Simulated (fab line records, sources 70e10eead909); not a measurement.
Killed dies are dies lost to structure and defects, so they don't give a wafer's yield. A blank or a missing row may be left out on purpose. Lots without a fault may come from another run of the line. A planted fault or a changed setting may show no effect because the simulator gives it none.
One fault seen from 2 desks | flow nand_harc | each desk has only its own numbers; what lay behind them comes last

THE TOOL OWNER'S DESK: litho_track-06
The tool's own readings at NHARC_P_M2_PEB_07 (peb time 65 s): means of the sampled wafers that have a number, for each lot that ran on this tool. A lot is out of limits, marked OUT, if its mean lies more than 4 standard deviations from the usual mean; the brackets give that distance.
Columns: A = chill_plate_temp_C at NHARC_P_M2_PEB_07, usual 23.03 C; B = exhaust_pa at NHARC_P_M2_PEB_07, usual 44.7 Pa
lot  | first seen here | A     | B
L739 | day 6 15:28     | 23.02 | 46.0
L740 | day 6 21:08     | 22.92 | 43.5
L741 | day 6 22:02     | 22.86 | 44.4
L744 | day 7 15:42     | 22.98 | 44.0
L745 | day 7 23:06     | 22.98 | 44.5
L759 | day 11 08:59    | 22.96 | 43.7
L760 | day 11 09:58    | 23.11 | 45.9
This desk's finding: nothing out of limits on any of the 7 lots.

THE METROLOGY DESK
What the gauges read, lot by lot, whatever tool the lot ran on: means of the sampled wafers that have a number. A lot is out of limits, marked OUT, if its mean lies more than 4 standard deviations from the usual mean; the brackets give that distance.
Columns: A = thk_nm at NHARC_P_M1_THK_MEAS_24, usual 158.0 nm; B = cd_nm at NHARC_P_M2_CD_MEAS_09, usual 170.1 nm
lot  | first seen here | A     | B
L739 | day 6 13:52     | 157.3 | 169.8
L740 | day 6 19:40     | 157.7 | 170.1
L741 | day 6 20:35     | 157.6 | 170.0
L742 | day 7 00:48     | 158.3 | 169.6
L743 | day 7 01:11     | 156.1 | 169.7
L744 | day 7 14:13     | 157.2 | 169.9
L745 | day 7 21:38     | 158.1 | 169.9
L747 | day 8 17:11     | 158.0 | 170.4
L749 | day 9 11:23     | 159.0 | -
L751 | day 9 12:18     | 159.6 | -
L753 | day 9 22:02     | 159.1 | 170.6
L759 | day 11 07:28    | 157.1 | 170.1
L760 | day 11 08:24    | 158.7 | 169.8
L761 | day 11 14:57    | 156.5 | 169.8
This desk's finding: nothing out of limits on any of the 14 lots.

PUT TOGETHER
The tool owner's desk saw nothing out of limits.
The metrology desk saw nothing out of limits.

WHAT THE SIMULATOR HAD PUT IN
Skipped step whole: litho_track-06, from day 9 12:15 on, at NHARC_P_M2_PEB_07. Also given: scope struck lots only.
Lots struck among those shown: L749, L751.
